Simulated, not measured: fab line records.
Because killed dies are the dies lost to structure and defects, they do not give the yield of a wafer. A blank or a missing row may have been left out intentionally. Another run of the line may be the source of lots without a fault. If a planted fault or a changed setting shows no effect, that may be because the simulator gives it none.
Struck lot and sound lot, side by side ; flow nand harc ; 13 out of 1159 route steps
Sound: the wafers L197.1, L197.5, L197.6. Wafers struck: L210.2, L210.6. The cause is named last.
At each step with rows: each side's tool, then ch and its chambers, then its first start. Under that, the readings that differ: sound wafers ; struck wafers ; difference of the means ; sigmas: that difference in standard deviations of wafers without a fault.
alike: a reading whose means differ by less than 2 such deviations, as well as words and numbers matching on both sides. not compared: withheld readings; readings where some wafer has no value; bounds like >300 that might hide an equal value; numbers whose values overlap and for which the record gives no deviation.
A row with sigmas, a row that says differs or no value, or rows on one side alone: a step with any of these is where the two part. Non-overlapping numbers with no deviation appear without sigmas and do not part them. A reading that every wafer of one side lacks parts them only if that side has two wafers or more.

first, 2 steps without rows for these wafers: NHARC_A_SOURCE_PLATE_CVD_03 (deposits poly-Si, target thk 200 nm, time 4000 s); NHARC_A_SOURCE_PLATE_ANNEAL_05 (time 1800 s).
NHARC_A_SOURCE_PLATE_THK_MEAS_06: measures by ellipsometry.
  sound: film metro-02 at day 8 09:12; struck: film metro-02 at day 11 06:35
  alike: thk nm
NHARC_A_SOURCE_PLATE_INSPECT_08:
  sound: defect inspect-02 at day 8 09:17; struck: defect inspect-01 at day 11 06:40
  alike: raw defect count
then NHARC_A_ONON_D1_DEP_00 (target thk 1000 nm), 1 step lacking rows for these wafers.
NHARC_A_ONON_D1_THK_MEAS_02: measures by ellipsometry.
  sound: film metro-02 at day 8 09:52; struck: film metro-02 at day 11 07:17
  alike: thk nm
then NHARC_A_ONON_D1_DEP_03 (target thk 1000 nm), 1 step lacking rows for these wafers.
NHARC_A_ONON_D1_THK_MEAS_05: measures by ellipsometry.
  sound: film metro-01 at day 8 10:26; struck: film metro-02 at day 11 07:51
  alike: thk nm
then NHARC_A_ONON_D1_DEP_06 (target thk 1000 nm), 1 step lacking rows for these wafers.
NHARC_A_ONON_D1_THK_MEAS_08: measures by ellipsometry.
  sound: film metro-01 at day 8 11:01; struck: film metro-02 at day 11 08:25
  alike: thk nm
NHARC_A_ONON_D1_DEP_09: target thk 1000 nm.
  sound on pecvd onon-04 ch 0, day 8 11:04; struck on pecvd onon-02 ch 0, day 11 08:32
  alike: nh3 flow sccm
NHARC_A_ONON_D1_THK_MEAS_11: measures by ellipsometry.
  sound: film metro-02 at day 8 11:35; struck: film metro-02 at day 11 08:59
reading;sound;struck;difference;sigmas
thk nm (nm);1009 1010 1009;1431 1431;+422;+38
then NHARC_A_ONON_D1_DEP_12 (target thk 1000 nm), 1 step lacking rows for these wafers.

## WHERE THEY PART
Only at NHARC_A_ONON_D1_THK_MEAS_11, as far as this record shows.

WHY: the cause the simulator had injected
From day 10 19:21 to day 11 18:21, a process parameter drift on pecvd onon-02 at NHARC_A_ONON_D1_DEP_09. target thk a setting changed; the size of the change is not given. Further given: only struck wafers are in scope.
